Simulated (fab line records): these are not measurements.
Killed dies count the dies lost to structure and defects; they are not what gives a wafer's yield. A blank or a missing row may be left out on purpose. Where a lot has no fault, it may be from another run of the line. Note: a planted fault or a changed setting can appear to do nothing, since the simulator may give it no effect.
Problem report in the 8D (eight disciplines) form, filled by code    flow n5-finfet    the parts of the form that need people (team, actions taken, sign-off) are left out

== 1. PROBLEM STATEMENT ==
Mean of oes-product-au at N5_BEOL_M13_ETCH_38: 1.30 a.u. across 2 wafers in 2 lots; on wafers with no fault it is 0.81 a.u. (standard deviation 0.096). Measured from the usual mean, that is +5.1 standard deviations.
The step: etches SiCN in CF4/N2, target depth 67.5 nm, time 71.9 s.
First seen on wafer L720.3, day 13 21:32, on rie-diel-03. The record has a number at this step for 32 wafers belonging to 11 lots. Rule for "out", or "out of limits": more than 4 standard deviations from the usual mean. The other wafers with a number count as sound.

== 2. WHAT IT IS AND WHAT IT IS NOT ==
question                     is                 is not
which readings at this step  oes-product-au     drypump-motor-current-A, mfc-ar-sccm, rf-vpp-V, showerhead-plenum-p-Torr, throttle-valve-pct
which lots                   L719, L720         L709, L711, L713, L715, L726, L728, L729, L731, L732
which wafers of those lots   L719.4, L720.3     L719.1, L719.5, L720.6
read on which tools          rie-diel-03        rie-diel-05, rie-diel-06
when                         from day 13 21:32  up to then (13 sound wafers); but 17 sound wafers of L719, L726, L728, L729, L731, L732 came after

== 3. SUSPECTS, AND WHAT RULES EACH OUT ==
Counting: a tool at a process step up to the reading stays a suspect if it ran every lot that is out. Sound lots after the first of them don't rule it out here, since some wafers of a struck lot are sound.
- pecvd-03 at N5_BEOL_M13_ILD_DEP_00 (deposits SiOC from DEMS/O2, target thk 837.92 nm, time 166.4 s): kept. It ran every lot that is out, first L720 (day 13 15:43); its last sound lot up to then is L715 (day 13 03:29).
- rie-diel-03 at N5_BEOL_M13_ETCH_38 (etches SiCN in CF4/N2, target depth 67.5 nm, time 71.9 s): kept. It ran every lot that is out, first L720 (day 13 21:32); its last sound lot up to then is L715 (day 13 08:55). Out on those wafers are its own readings of oes-product-au.
- At N5_BEOL_M13_ILD_DEP_00 on pecvd-03, chamber 1 took the sound wafers of the same lots and chamber 2 took the wafers that are out.
What counting leaves: pecvd-03 at N5_BEOL_M13_ILD_DEP_00 and rie-diel-03 at N5_BEOL_M13_ETCH_38.

== 4. THE CAUSE (what the simulator had put in) ==
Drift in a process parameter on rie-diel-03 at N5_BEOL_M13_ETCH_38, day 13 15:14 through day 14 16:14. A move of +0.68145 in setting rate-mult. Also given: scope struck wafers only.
After counting, 2 suspects remain, this tool included.

== 5. SEQUENCE OF EFFECTS, ordered by route ==
Rows list readings where the struck wafers' mean (over those with a number) sits beyond 3 standard deviations from the usual. Scope: only readings with a usual standard deviation given in the record; hours: median across lots of the time from each lot's start at the first step in this table that gives one to its start at this step; sigmas: change in usual standard deviations.
hours  step                 reading         usual      on struck wafers  change  sigmas
0      N5_BEOL_M13_ETCH_38  oes-product-au  0.81 a.u.  1.30              +0.49   +5.1
The process steps in it:
- N5_BEOL_M13_ETCH_38: etches SiCN in CF4/N2, target depth 67.5 nm, time 71.9 s.
At these later measuring or inspecting steps, every struck wafer for which the step has a row has a number for every such reading, and none has moved that far: N5_BEOL_M13_INSPECT_55.

== 6. HOW IT WOULD HAVE BEEN CAUGHT EARLIER ==
First out-of-limits reading in this record: day 13 21:32, which is 6 hours after fault onset at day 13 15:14.
